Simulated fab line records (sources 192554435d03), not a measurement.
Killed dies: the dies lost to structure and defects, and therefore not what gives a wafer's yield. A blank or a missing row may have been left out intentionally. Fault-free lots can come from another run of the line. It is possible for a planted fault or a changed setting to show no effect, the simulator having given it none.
Chamber matching    flow n5 finfet    4 sister chambers for N5_DUMMY_GATE_ETCH_37 on rie diel-01
The step etches SOC in N2/H2, target depth 60 nm, overetch 30 nm. 18 wafers are shown with their chamber, then 9 later ones without.

WAFERS, EACH WITH ITS CHAMBER
wafer   chamber  drypump motor current A (A)  throttle valve pct (%)  showerhead plenum p Torr (Torr)
L076.3  2        5.4                          17.78                   2.58
L076.4  3        6.3                          17.93                   2.53
L076.6  0        5.9                          18.12                   2.54
L077.4  1        5.6                          18.24                   2.53
L077.5  2        5.4                          17.76                   2.58
L077.6  1        5.5                          18.22                   2.53
L079.2  1        5.6                          18.24                   2.53
L079.5  0        5.9                          18.15                   2.53
L079.6  1        5.6                          18.24                   2.53
L080.1  3        6.3                          17.93                   2.53
L080.2  0        5.9                          18.14                   2.53
L080.4  1        5.6                          18.23                   2.53
L087.2  0        5.9                          18.17                   2.53
L087.4  3        6.3                          17.95                   2.52
L087.6  1        5.6                          18.28                   2.53
L088.1  3        6.3                          17.96                   2.52
L088.3  0        5.9                          18.16                   2.53
L088.4  1        5.5                          18.26                   2.52

SIGNATURES (averages over the wafers above)
reading                   chamber 0  chamber 1  chamber 2  chamber 3  scatter within a chamber
drypump motor current A   5.900      5.571      5.400      6.300      0.0319
throttle valve pct        18.1480    18.2443    17.7700    17.9425    0.0184
showerhead plenum p Torr  2.5320     2.5286     2.5800     2.5250     0.00436
Rule: for a wafer and a chamber, the distance is found by dividing, reading by reading, the gap between the wafer's reading and the chamber's mean by the reading's scatter, squaring, summing and taking the root. If the next closest chamber is less than 2 further off than the closest, the wafer can't be placed; otherwise it belongs to the closest. The scatter: the root of (the sum of the squares of (reading less its chamber's mean) over the shown wafers, divided by (wafers less chambers)).

WAFERS WITH NO CHAMBER GIVEN
wafer   drypump motor current A (A)  throttle valve pct (%)  showerhead plenum p Torr (Torr)
L092.2  5.4                          17.82                   2.57
L092.3  5.5                          18.30                   2.52
L092.5  5.9                          18.18                   2.52
L094.2  6.3                          17.98                   2.52
L094.5  5.6                          18.28                   2.52
L094.6  5.4                          17.83                   2.57
L096.1  5.4                          17.84                   2.57
L096.2  6.3                          18.00                   2.52
L096.6  5.4                          17.84                   2.57

WHICH CHAMBER EACH WENT THROUGH
wafer   from the rows above  in truth
L092.2  2                    2
L092.3  1                    1
L092.5  0                    0
L094.2  3                    3
L094.5  1                    1
L094.6  2                    2
L096.1  2                    2
L096.2  3                    3
L096.6  2                    2
Placed correctly: 9 of 9. From these rows, 0 cannot be placed. Placed wrongly: 0.
